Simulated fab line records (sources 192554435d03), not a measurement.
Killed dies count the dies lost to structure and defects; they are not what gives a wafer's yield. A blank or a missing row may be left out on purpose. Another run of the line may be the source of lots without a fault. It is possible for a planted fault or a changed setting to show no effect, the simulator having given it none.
fab line records | flow n5-finfet
[record] lots = 9 | wafers = 25 | last-day = 17
route steps=1938 shown BEOL_M3@974 BEOL_M4@1111 PASSIVATION@1936
lots with no fault: from the same line, run without faults
start-h: hours from the record's opening day to when the first of the lot's shown wafers began | wait-h: hours elapsed since this lot's preceding step | " same as the row above | L1.1+2: a single row standing in for several wafers | - no value, or no start given | * or withheld: withheld | < > ~ a bound
route shown NAME@n: a module of which the file shows steps, and the number in the route of the first | usual: mean/standard deviation taken from wafers without a fault | same: alike in all rows | chamber/n: place in a boat | sites: readings site by site | _std_site: the standard deviation of these | _edge_site: outer sites' mean less inner sites' | radius-mm: how far each site lies from the wafer's centre | mask NAME#n: copy n | behind: tool/chamber where the wafer was last shaped | hold: cause of the lot's hold/its duration in hours/its outcome | device: whichever transistor did not switch (one of n, p or np) | end of line: tests of these same wafers at the route's end | a step given without rows: its recipe and nothing more | killed: not the wafer's yield, but the dies lost to structure and defects at the first sort | map: dies across one wafer; x = killed, . = not, _ = none there
set.NAME: the setting the step ran with; set.NAME@STEP: the setting that earlier step ran with | model.NAME: the simulator's own value behind a step, which no gauge read
steps of the route over a sample of lots; a table a step, a row a wafer
services: from which hour (start-h, from the record's first day; less than 0 if before it) a tool's chamber was out of use, for how many hours, and why
[[steps]]
[step N5_BEOL_M3_ETCH_70]
[recipe] chemistry = N2/H2 | target = SOC | target-depth-a = 800 | overetch-a = 160 | mask-material = SiARC | temp-c = 40 | time-s = 120 | ion-energy-ev = 200 | pressure-mtorr = 30 | source-w = 840 | bias-w = 150 | n2-flow-sccm = 200 | h2-flow-sccm = 200
[usual] drypump-motor-current-A = 5.8/0.44 | oes-product-au = 0.56/0.039 | rf-vpp-V = 523.7/2.8 | showerhead-plenum-p-Torr = 2.53/0.086 | throttle-valve-pct = 17.87/0.16
lot.wafer | tool        | chamber | start-h | wait-h | drypump-motor-current-A | oes-product-au | rf-hours-counter-h | rf-vpp-V | showerhead-plenum-p-Torr | throttle-valve-pct
L951.1    | rie-diel-01 | 0       | 161.74  | 0.0    | 6.0                     | 0.60           | 144                | 521.2    | 2.44                     | 17.91
L951.2    | "           | 2       | "       | "      | 6.0                     | 0.56           | 179                | 525.3    | 2.63                     | 17.89
L951.5    | "           | 1       | "       | "      | 6.5                     | 0.68           | -                  | 525.2    | 2.60                     | 17.77
L954.1    | rie-diel-01 | 1       | 186.13  | 0.0    | 6.5                     | 0.68           | 43                 | 524.8    | 2.60                     | 17.80
L954.4    | "           | 2       | "       | "      | 6.0                     | 0.56           | 187                | 527.4    | 2.63                     | 17.92
L954.6    | "           | 1       | "       | "      | 6.5                     | 0.68           | -                  | 524.9    | 2.60                     | 17.80
L962.2    | rie-diel-01 | 0       | 223.12  | 0.0    | 6.1                     | 0.59           | 162                | 522.1    | 2.43                     | 17.94
L962.3    | "           | 3       | "       | "      | 5.0                     | 0.54           | 208                | 521.4    | 2.42                     | 18.00
L964.2    | rie-diel-01 | 1       | 240.12  | 0.0    | 6.5                     | 0.66           | 60                 | 525.5    | 2.59                     | 17.83
L964.3    | "           | 2       | "       | "      | 6.0                     | 0.55           | 204                | 525.6    | 2.62                     | 17.96
L965.1    | rie-diel-01 | 1       | 250.86  | 0.0    | 6.5                     | 0.66           | 62                 | 524.6    | 2.59                     | 17.82
L965.2    | "           | 3       | "       | "      | 5.0                     | 0.54           | 215                | 520.0    | 2.42                     | 18.04
L965.3    | "           | 0       | "       | "      | 6.0                     | 0.58           | 170                | 521.4    | 2.43                     | 17.96
L967.1    | rie-diel-02 | 1       | 272.30  | 0.0    | 6.2                     | 0.54           | 215                | 526.5    | 2.59                     | 17.66
L967.4    | "           | 3       | "       | "      | 5.9                     | 0.53           | 226                | 520.1    | 2.42                     | 18.03
L967.6    | "           | 2       | "       | "      | 5.0                     | 0.55           | -                  | 521.8    | 2.51                     | 17.78
L970.2    | rie-diel-02 | 2       | 281.24  | 0.0    | 5.0                     | 0.55           | 215                | 523.8    | 2.51                     | 17.80
L970.3    | "           | 1       | "       | "      | 6.2                     | 0.54           | 218                | 526.3    | 2.59                     | 17.66
L970.5    | "           | 3       | "       | "      | 5.9                     | 0.53           | -                  | 520.7    | 2.42                     | 18.06
L969.1    | rie-diel-05 | 2       | 284.93  | 0.0    | 5.7                     | 0.54           | 241                | 526.2    | 2.61                     | 17.85
L969.2    | "           | 1       | "       | "      | 5.7                     | 0.55           | 202                | 519.7    | 2.41                     | 18.31
L969.5    | "           | 3       | "       | "      | 5.6                     | 0.53           | -                  | 526.4    | 2.62                     | 18.00
L972.2    | rie-diel-02 | 0       | 286.73  | 0.0    | 5.7                     | 0.54           | 195                | 523.3    | 2.52                     | 17.74
L972.3    | "           | 1       | "       | "      | 6.2                     | 0.54           | 220                | 525.2    | 2.59                     | 17.67
L972.6    | "           | 3       | "       | "      | 5.9                     | 0.53           | -                  | 520.1    | 2.42                     | 18.06
[step N5_BEOL_M3_TRENCH_ETCH_37]
[recipe] chemistry = C4F6/O2 | target-depth-a = 555.55 | target = SiOC | time-s = 29.2 | ion-energy-ev = 250 | pressure-mtorr = 30 | source-w = 355 | bias-w = 185 | Ar_flow_sccm = 300 | C4F6_flow_sccm = 10 | O2_flow_sccm = 10
[usual] drypump-motor-current-A = 5.8/0.44 | oes-product-au = 0.73/0.054 | rf-vpp-V = 668/11 | showerhead-plenum-p-Torr = 2.83/0.098 | throttle-valve-pct = 20.90/0.17
lot.wafer | tool        | chamber | start-h | wait-h | drypump-motor-current-A | oes-product-au | rf-hours-counter-h | rf-vpp-V | showerhead-plenum-p-Torr | throttle-valve-pct
L951.1    | rie-diel-01 | 0       | 161.94  | -      | 6.0                     | 0.78           | 144                | 661      | 2.73                     | 21.00
L951.2    | "           | 2       | "       | "      | 6.0                     | 0.72           | 179                | 689      | 2.96                     | 21.05
L951.5    | "           | 1       | "       | "      | 6.5                     | 0.89           | -                  | 663      | 2.88                     | 20.62
L954.1    | rie-diel-01 | 1       | 186.33  | -      | 6.5                     | 0.88           | 43                 | 663      | 2.87                     | 20.61
L954.4    | "           | 2       | "       | "      | 5.9                     | 0.72           | 187                | 690      | 2.95                     | 21.08
L954.6    | "           | 1       | "       | "      | 6.5                     | 0.89           | -                  | 663      | 2.87                     | 20.63
L962.2    | rie-diel-01 | 0       | 223.32  | -      | 6.0                     | 1.00           | 162                | 662      | 2.72                     | 21.09
L962.3    | "           | 3       | "       | "      | 5.0                     | 0.92           | 208                | 667      | 2.72                     | 20.99
L964.2    | rie-diel-01 | 1       | 240.32  | -      | 6.5                     | 1.10           | 60                 | 664      | 2.87                     | 20.69
L964.3    | "           | 2       | "       | "      | 6.0                     | 0.90           | 204                | 689      | 2.94                     | 21.16
L965.1    | rie-diel-01 | 1       | 251.06  | -      | 6.5                     | 0.86           | 62                 | 663      | 2.87                     | 20.65
L965.2    | "           | 3       | "       | "      | 5.0                     | 0.90           | 216                | 667      | 2.72                     | 20.98
L965.3    | "           | 0       | "       | "      | 6.1                     | 0.98           | 170                | 663      | 2.72                     | 21.09
L967.1    | rie-diel-02 | 1       | 272.50  | -      | 6.2                     | 0.69           | 215                | 664      | 2.94                     | 20.93
L967.4    | "           | 3       | "       | "      | 5.9                     | 0.67           | 226                | 663      | 2.70                     | 20.93
L967.6    | "           | 2       | "       | "      | 4.9                     | 0.71           | -                  | 667      | 2.81                     | 20.72
L970.2    | rie-diel-02 | 2       | 281.45  | -      | 4.9                     | 0.71           | 215                | 669      | 2.81                     | 20.73
L970.3    | "           | 1       | "       | "      | 6.2                     | 0.70           | 218                | 664      | 2.93                     | 20.93
L970.5    | "           | 3       | "       | "      | 5.9                     | 0.68           | -                  | 665      | 2.70                     | 20.93
L969.1    | rie-diel-05 | 2       | 285.14  | -      | 5.6                     | 0.69           | 241                | 643      | 2.94                     | 20.97
L969.2    | "           | 1       | "       | "      | 5.7                     | 0.69           | 202                | 675      | 2.73                     | 21.39
L969.5    | "           | 3       | "       | "      | 5.6                     | 0.69           | -                  | 672      | 2.93                     | 21.00
L972.2    | rie-diel-02 | 0       | 286.94  | -      | 5.7                     | 0.72           | 195                | 661      | 2.82                     | 20.75
L972.3    | "           | 1       | "       | "      | 6.2                     | 0.70           | 220                | 665      | 2.93                     | 20.94
L972.6    | "           | 3       | "       | "      | 5.9                     | 0.67           | -                  | 663      | 2.70                     | 20.94
[step N5_BEOL_M3_OCD_MEAS_38]
[usual] trench-depth-nm = 55.0/0.97
lot.wafer | tool   | chamber | start-h | wait-h | trench-depth-nm
L951.1    | ocd-02 | -       | 162.09  | -      | 55.5
L951.2    | "      | -       | "       | "      | 54.2
L951.5    | "      | -       | "       | "      | 54.7
L954.1    | ocd-02 | -       | 186.48  | -      | 55.3
L954.4    | "      | -       | "       | "      | 53.8
L954.6    | "      | -       | "       | "      | 55.3
L962.2    | ocd-02 | -       | 223.48  | -      | 82.0
L962.3    | "      | -       | "       | "      | 82.0
L964.2    | ocd-02 | -       | 240.48  | -      | 80.7
L964.3    | "      | -       | "       | "      | 78.6
L965.1    | ocd-01 | -       | 251.22  | -      | 55.8
L965.2    | "      | -       | "       | "      | 81.6
L965.3    | "      | -       | "       | "      | 80.0
L967.1    | ocd-01 | -       | 272.65  | -      | 55.0
L967.4    | "      | -       | "       | "      | 53.6
L967.6    | "      | -       | "       | "      | 54.9
L970.2    | ocd-02 | -       | 281.60  | -      | 55.1
L970.3    | "      | -       | "       | "      | 54.9
L970.5    | "      | -       | "       | "      | 54.2
L969.1    | ocd-01 | -       | 285.29  | -      | 53.4
L969.2    | "      | -       | "       | "      | 54.0
L969.5    | "      | -       | "       | "      | 54.9
L972.2    | ocd-01 | -       | 287.09  | -      | 55.9
L972.3    | "      | -       | "       | "      | 55.7
L972.6    | "      | -       | "       | "      | 53.9
[step N5_BEOL_M3_DEGAS_44]
[recipe] ambient = vacuum | temp-c = 250 | time-s = 60
[usual] heater-power-w = 328/39 | susceptor-temp-C = 250.01/0.17
lot.wafer | tool           | chamber | start-h | wait-h | heater-power-w | susceptor-temp-C
L951.1    | pvd-sputter-01 | -       | 162.54  | 0.3    | 328            | 249.82
L951.2    | "              | -       | "       | "      | 283            | 250.17
L951.5    | "              | -       | "       | "      | 327            | 249.86
L954.1    | pvd-sputter-01 | -       | 187.26  | 0.6    | 331            | 250.19
L954.4    | "              | -       | "       | "      | 323            | 250.11
L954.6    | "              | -       | "       | "      | 287            | 249.97
L962.2    | pvd-sputter-01 | -       | 224.62  | 1.0    | 318            | 249.99
L962.3    | "              | -       | "       | "      | 385            | 250.00
L964.2    | pvd-sputter-02 | -       | 241.09  | 0.5    | 327            | 250.04
L964.3    | "              | -       | "       | "      | 279            | 249.87
L965.1    | pvd-sputter-01 | -       | 251.99  | 0.6    | 399            | 250.16
L965.2    | "              | -       | "       | "      | 289            | 249.93
L965.3    | "              | -       | "       | "      | 324            | 249.94
L967.1    | pvd-sputter-03 | -       | 272.95  | 0.0    | 400            | 249.99
L967.4    | "              | -       | "       | "      | 320            | 250.23
L967.6    | "              | -       | "       | "      | 278            | 250.11
L970.2    | pvd-sputter-03 | -       | 282.38  | 0.6    | 380            | 250.00
L970.3    | "              | -       | "       | "      | 385            | 250.16
L970.5    | "              | -       | "       | "      | 267            | 249.93
L969.1    | pvd-sputter-02 | -       | 285.57  | 0.1    | 279            | 250.08
L969.2    | "              | -       | "       | "      | 307            | 250.10
L969.5    | "              | -       | "       | "      | 389            | 249.81
L972.2    | pvd-sputter-01 | -       | 287.67  | 0.4    | 325            | 249.94
L972.3    | "              | -       | "       | "      | 385            | 249.93
L972.6    | "              | -       | "       | "      | 388            | 249.76
[step N5_BEOL_M3_ALD_84]
[recipe] material = TaN | target-thk-a = * | temp-c = 275 | ald-precursor-family = PDMAT | ald-co-reactant = NH3 | pressure-torr = 3 | carrier-flow-sccm = 1500 | pulse-time-s = 2 | purge-time-s = 3 | co-reactant-purge-time-s = 2 | co-reactant-pulse-time-s = 3 | ald-cycles = 30 | precursor-vessel-temp-c = 75 | precursor-vessel-pressure-torr = 26.25 | precursor-vessel-carrier-sccm = 1000
[usual] heater-power-w = 437/47 | mfc-carrier-sccm = 1500/4.6 | precursor-vessel-pressure-torr = 26.26/0.055 | susceptor-temp-C = 275.00/0.21
lot.wafer | tool         | chamber | start-h | wait-h | heater-power-w | mfc-carrier-sccm | precursor-vessel-pressure-torr | susceptor-temp-C
L951.1    | ald-metal-01 | 2       | 162.64  | 0.0    | 500            | 1504             | 26.26                          | 275.23
L951.2    | "            | 1       | "       | "      | 465            | 1497             | 26.29                          | 275.10
L951.5    | "            | 2       | "       | "      | 496            | 1500             | 26.27                          | 275.14
L954.1    | ald-metal-04 | 3       | 187.37  | 0.0    | 442            | 1504             | 26.25                          | 275.24
L954.4    | "            | 0       | "       | "      | 416            | 1495             | 26.27                          | 275.02
L954.6    | "            | 3       | "       | "      | 445            | 1500             | 26.21                          | 274.89
L962.2    | ald-metal-04 | 1       | 224.72  | 0.0    | 498            | 1495             | 26.35                          | 275.10
L962.3    | "            | 0       | "       | "      | 418            | 1499             | 26.25                          | 274.74
L964.2    | ald-metal-01 | 3       | 241.19  | 0.0    | 435            | 1502             | 26.14                          | 274.95
L964.3    | "            | 1       | "       | "      | 483            | 1501             | 26.24                          | 275.07
L965.1    | ald-metal-01 | 3       | 252.16  | 0.1    | 437            | 1501             | 26.22                          | 274.95
L965.2    | "            | 1       | "       | "      | 469            | 1493             | 26.20                          | 275.27
L965.3    | "            | 2       | "       | "      | 501            | 1498             | 26.16                          | 274.55
L967.1    | ald-metal-03 | 1       | 273.10  | 0.1    | 429            | 1497             | 26.31                          | 274.96
L967.4    | "            | 1       | "       | "      | 437            | 1496             | 26.28                          | 274.96
L967.6    | "            | 2       | "       | "      | 398            | 1497             | 26.31                          | 274.95
L970.2    | ald-metal-04 | 1       | 282.48  | 0.0    | 492            | 1501             | 26.31                          | 275.17
L970.3    | "            | 3       | "       | "      | 443            | 1504             | 26.24                          | 274.67
L970.5    | "            | 2       | "       | "      | 426            | 1501             | 26.14                          | 274.93
L969.1    | ald-metal-04 | 3       | 285.67  | 0.0    | 446            | 1505             | 26.24                          | 274.94
L969.2    | "            | 0       | "       | "      | 408            | 1494             | 26.24                          | 275.31
L969.5    | "            | 2       | "       | "      | 431            | 1500             | 26.26                          | 275.09
L972.2    | ald-metal-01 | 3       | 287.77  | 0.0    | 447            | 1500             | 26.28                          | 275.08
L972.3    | "            | 0       | "       | "      | 353            | 1500             | 26.21                          | 274.91
L972.6    | "            | 0       | "       | "      | 361            | 1509             | 26.25                          | 274.64
[step N5_BEOL_M4_RC_MEAS_101]
[usual] DIBL_N = 36.0/1.6 | DIBL_P = 36.1/2 | IOFF_N = 0.160/0.029 | IOFF_P = 0.21/0.039 | ION_N = 675/13 | ION_P = 464/8.8 | SS_N = 71.5/0.58 | SS_P = 73.3/0.65 | VT_N = 250/3.3 | VT_P = -249/3.6
lot.wafer | tool      | chamber | start-h | wait-h | DIBL_N[mV/V] | DIBL_P[mV/V] | IOFF_N[nA/um] | IOFF_P[nA/um] | ION_N[uA/um] | ION_P[uA/um] | SS_N[mV/dec] | SS_P[mV/dec] | VT_N[mV] | VT_P[mV]
L951.1    | prober-01 | 0       | 175.16  | 0.0    | 34.1         | 34.5         | 0.128         | 0.17          | 666          | 456          | 72.0         | 72.5         | 252      | -252
L951.2    | "         | 0       | "       | "      | 36.9         | 37.5         | 0.173         | 0.22          | 693          | 473          | 71.0         | 73.4         | 248      | -248
L951.5    | "         | 0       | "       | "      | 33.7         | 33.5         | 0.118         | 0.15          | 665          | 452          | 71.2         | 72.2         | 255      | -255
L954.1    | prober-02 | 0       | 204.65  | 0.0    | 38.0         | 36.8         | 0.166         | 0.23          | 681          | 471          | 71.6         | 73.6         | 250      | -248
L954.4    | "         | 0       | "       | "      | 36.7         | 35.3         | 0.154         | 0.22          | 677          | 465          | 70.8         | 73.0         | 250      | -249
L954.6    | "         | 0       | "       | "      | 37.5         | 37.1         | 0.152         | 0.23          | 670          | 465          | 72.2         | 73.3         | 252      | -247
L962.2    | prober-01 | 0       | 238.45  | 0.2    | 35.6         | 34.9         | 0.155         | 0.22          | 652          | 457          | 71.7         | 72.7         | 250      | -248
L962.3    | "         | 0       | "       | "      | 36.5         | 37.6         | 0.178         | 0.27          | 689          | 474          | 71.2         | 74.2         | 247      | -246
L964.2    | prober-01 | 0       | 265.02  | 0.2    | 37.8         | 37.4         | 0.193         | 0.20          | 694          | 463          | 71.6         | 74.1         | 245      | -251
L964.3    | "         | 0       | "       | "      | 36.3         | 35.7         | 0.152         | 0.18          | 681          | 461          | 71.6         | 74.1         | 251      | -252
L965.1    | prober-02 | 0       | 267.89  | 0.0    | 34.5         | 34.8         | 0.138         | 0.19          | 657          | 455          | 71.2         | 72.6         | 252      | -250
L965.2    | "         | 0       | "       | "      | 35.9         | 37.2         | 0.166         | 0.25          | 673          | 467          | 71.7         | 73.0         | 249      | -246
L965.3    | "         | 0       | "       | "      | 35.9         | 36.8         | 0.171         | 0.23          | 682          | 470          | 71.7         | 73.5         | 246      | -249
L967.1    | prober-02 | 0       | 286.33  | 0.0    | 37.0         | 37.9         | 0.177         | 0.24          | 694          | 478          | 72.3         | 73.2         | 245      | -245
L967.4    | "         | 0       | "       | "      | 38.7         | 39.9         | 0.218         | 0.30          | 711          | 482          | 72.2         | 74.3         | 244      | -244
L967.6    | "         | 0       | "       | "      | 38.2         | 40.1         | 0.195         | 0.29          | 689          | 480          | 72.1         | 73.8         | 244      | -244
L970.2    | prober-02 | 0       | 294.61  | 0.2    | 31.8         | 33.0         | 0.115         | 0.18          | 667          | 461          | 70.8         | 72.4         | 256      | -250
L970.3    | "         | 0       | "       | "      | 32.8         | 34.9         | 0.123         | 0.21          | 663          | 468          | 71.1         | 73.2         | 254      | -246
L970.5    | "         | 0       | "       | "      | 35.6         | 37.3         | 0.171         | 0.24          | 681          | 471          | 71.3         | 73.8         | 249      | -247
L969.1    | prober-02 | 0       | 301.11  | 0.0    | 35.4         | 35.1         | 0.146         | 0.20          | 695          | 478          | 71.2         | 72.2         | 249      | -251
L969.2    | "         | 0       | "       | "      | 36.8         | 36.5         | 0.159         | 0.22          | 675          | 466          | 71.7         | 73.2         | 251      | -248
L969.5    | "         | 0       | "       | "      | 38.6         | 39.2         | 0.210         | 0.27          | 706          | 479          | 72.0         | 74.0         | 247      | -247
L972.2    | prober-01 | 0       | 302.01  | 0.2    | 37.1         | 39.3         | 0.192         | 0.30          | 682          | 472          | 70.9         | 74.7         | 245      | -242
L972.3    | "         | 0       | "       | "      | 37.2         | 38.6         | 0.181         | 0.27          | 677          | 469          | 72.6         | 73.8         | 247      | -246
L972.6    | "         | 0       | "       | "      | 38.8         | 40.2         | 0.234         | 0.31          | 687          | 468          | 72.1         | 74.1         | 244      | -242
[step N5_PASSIVATION_PROBE_49]
[usual] defect-limited-yield = 91.0/1.3 | killed_at_M0_to_M3 = 36/9.5 | killed_at_M4_up = 14/5.6 | killed-at-contacts = 12/6.4 | killed-at-front-end = 40/10 | killed-at-other = 3.2/3 | killed-dies = 107/15 | killed-on-rim = 15/4.5 | killed-open = 69/12 | killed-short = 35/7.7 | sort_bin_5_function = 5.3/0.91 | sort_bin_6_memory = 3.3/0.65 | sort-n-pass = 1073/15 | sort-yield-pct = 91.0/1.3
[same] gross-dies = 1180 | killed-at-back-side = 0 | sort_bin_4_leakage[%] = 0 | sort_bin_8_speed[%] = 0
lot.wafer | tool      | chamber | start-h | wait-h | defect-limited-yield[%] | killed_at_M0_to_M3 | killed_at_M4_up | killed-at-contacts | killed-at-front-end | killed-at-other | killed-dies | killed-on-rim | killed-open | killed-short | sort_bin_5_function[%] | sort_bin_6_memory[%] | sort-n-pass | sort-yield-pct[%]
L962.2    | prober-02 | -       | 354.66  | 0.1    | 88.4                    | 58                 | 13              | 23                 | 40                  | 3               | 137         | 22            | 92          | 39           | 6.3                    | 4.7                  | 1043        | 88.4
L962.3    | prober-02 | -       | 354.71  | 0.1    | 91.4                    | 35                 | 12              | 13                 | 41                  | 1               | 102         | 16            | 62          | 33           | 5.3                    | 2.5                  | 1078        | 91.4
L964.2    | prober-02 | -       | 385.79  | 0.1    | 90.3                    | 37                 | 21              | 6                  | 37                  | 13              | 114         | 14            | 73          | 41           | 5.8                    | 3.3                  | 1066        | 90.3
L964.3    | prober-02 | -       | 385.84  | 0.1    | 90.4                    | 44                 | 24              | 5                  | 29                  | 11              | 113         | 16            | 80          | 33           | 5.3                    | 4.0                  | 1067        | 90.4
L967.1    | prober-01 | -       | 391.61  | 0.0    | 91.8                    | 38                 | 6               | 10                 | 42                  | 1               | 97          | 13            | 58          | 38           | 4.3                    | 3.6                  | 1083        | 91.8
L967.4    | prober-01 | -       | 391.76  | 0.2    | 92.5                    | 30                 | 9               | 13                 | 36                  | 0               | 88          | 4             | 58          | 30           | 4.8                    | 2.3                  | 1092        | 92.5
L967.6    | prober-01 | -       | 391.86  | 0.3    | 90.8                    | 46                 | 14              | 9                  | 39                  | 0               | 108         | 13            | 76          | 31           | 6.4                    | 2.5                  | 1072        | 90.8
// killed by level:class
L962.2 MOL_CONTACT_COAG:geometric-particle:open=20 BEOL_M0_SAQP:geometric-particle:open=17 BEOL_M0_SAQP:geometric-particle:short=13 BEOL_M3:geometric-particle:open=12 STI_FIN_REVEAL:geometric-particle:open=10 STI_FIN_REVEAL:geometric-particle:short=7 BEOL_M4:geometric-particle:open=7 BEOL_M2:geometric-particle:open=6
L962.3 STI_FIN_REVEAL:geometric-particle:open=13 MOL_CONTACT_COAG:geometric-particle:open=11 BEOL_M0_SAQP:geometric-particle:short=10 GATE_CUT:geometric-particle:short=6 BEOL_M4:geometric-particle:open=6 BEOL_M0_SAQP:geometric-particle:open=5 BEOL_M1:geometric-particle:open=5 HKMG_FIN:area-etch=5
L964.2 BEOL_M4:geometric-particle:open=9 DUMMY_GATE:geometric-particle:open=8 STI_FIN_REVEAL:geometric-particle:open=7 BEOL_M0_SAQP:geometric-particle:open=7 BEOL_M0_SAQP:geometric-particle:short=7 BEOL_M3:geometric-particle:open=7 MIM_TOP_ETCH:geometric-particle:open=6 FIN_SAQP:geometric-particle:open=5
L964.3 BEOL_M4:geometric-particle:open=13 BEOL_M0_SAQP:geometric-particle:short=10 BEOL_M2:geometric-particle:open=10 STI_FIN_REVEAL:geometric-particle:open=6 BEOL_M0_SAQP:geometric-particle:open=6 BEOL_M1:geometric-particle:open=6 FIN_SAQP:geometric-particle:open=4 MOL_CONTACT_COAG:geometric-particle:open=4
L967.1 BEOL_M0_SAQP:geometric-particle:short=12 FIN_SAQP:geometric-particle:short=10 BEOL_M0_SAQP:geometric-particle:open=10 STI_FIN_REVEAL:geometric-particle:open=9 MOL_CONTACT_COAG:geometric-particle:open=7 FIN_SAQP:geometric-particle:open=6 BEOL_M2:geometric-particle:open=5 BEOL_M3:geometric-particle:open=4
L967.4 MOL_CONTACT_COAG:geometric-particle:open=13 STI_FIN_REVEAL:geometric-particle:open=8 BEOL_M0_SAQP:geometric-particle:open=6 BEOL_M2:geometric-particle:open=6 FIN_SAQP:geometric-particle:open=5 FIN_SAQP:geometric-particle:short=5 BEOL_M4:geometric-particle:open=5 BEOL_M0_SAQP:geometric-particle:short=5
L967.6 BEOL_M0_SAQP:geometric-particle:open=17 BEOL_M0_SAQP:geometric-particle:short=11 MOL_CONTACT_COAG:geometric-particle:open=8 FIN_SAQP:geometric-particle:short=7 BEOL_M4:geometric-particle:open=7 FIN_SAQP:geometric-particle:open=6 STI_FIN_REVEAL:geometric-particle:open=6 BEOL_M2:geometric-particle:open=6
[[services]]
tool           | chamber | start-h | hours | kind
pvd-sputter-03 | -       | 149.66  | 0.9   | repair
rie-diel-02    | 1       | 163.00  | 10.2  | repair
ald-metal-01   | 1       | 166.47  | 37.5  | repair
ald-metal-01   | -       | 174.89  | 1.0   | repair
rie-diel-05    | 1       | 177.64  | 1.4   | repair
rie-diel-01    | 0       | 181.02  | 4.1   | repair
ald-metal-03   | -       | 194.52  | 6.0   | pm
ald-metal-01   | -       | 202.97  | 0.9   | repair
ald-metal-03   | -       | 234.85  | 8.7   | pm
ald-metal-03   | 0       | 250.12  | 27.4  | repair
pvd-sputter-01 | -       | 265.37  | 5.6   | repair
[[key]]
[first-sign] step = N5_BEOL_M3_TRENCH_ETCH_37 | reading = oes-product-au | direction = up | sigmas = 4.3 | usual = 0.73 | struck = 0.97
[effect] step = N5_BEOL_M3_OCD_MEAS_38 | reading = trench-depth-nm | direction = up | sigmas = 27 | usual = 55.0 | struck = 80.8
met-at N5_BEOL_M3_TRENCH_ETCH_37
struck-lots L962,L964,L965
struck-wafers L962.2,L962.3,L964.2,L964.3,L965.2,L965.3
not-acting-at N5_BEOL_M3_ETCH_70,N5_BEOL_M3_DEGAS_44,N5_BEOL_M3_ALD_84
onset-between 186.33 223.32
[fault] kind = process-parameter-drift | tool = rie-diel-01 | chamber = - | onset-h = 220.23 | steps = N5_BEOL_M3_TRENCH_ETCH_37 | channel = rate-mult | offset = 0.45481 | shape = step | end-h = 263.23 | scope = struck-wafers-only
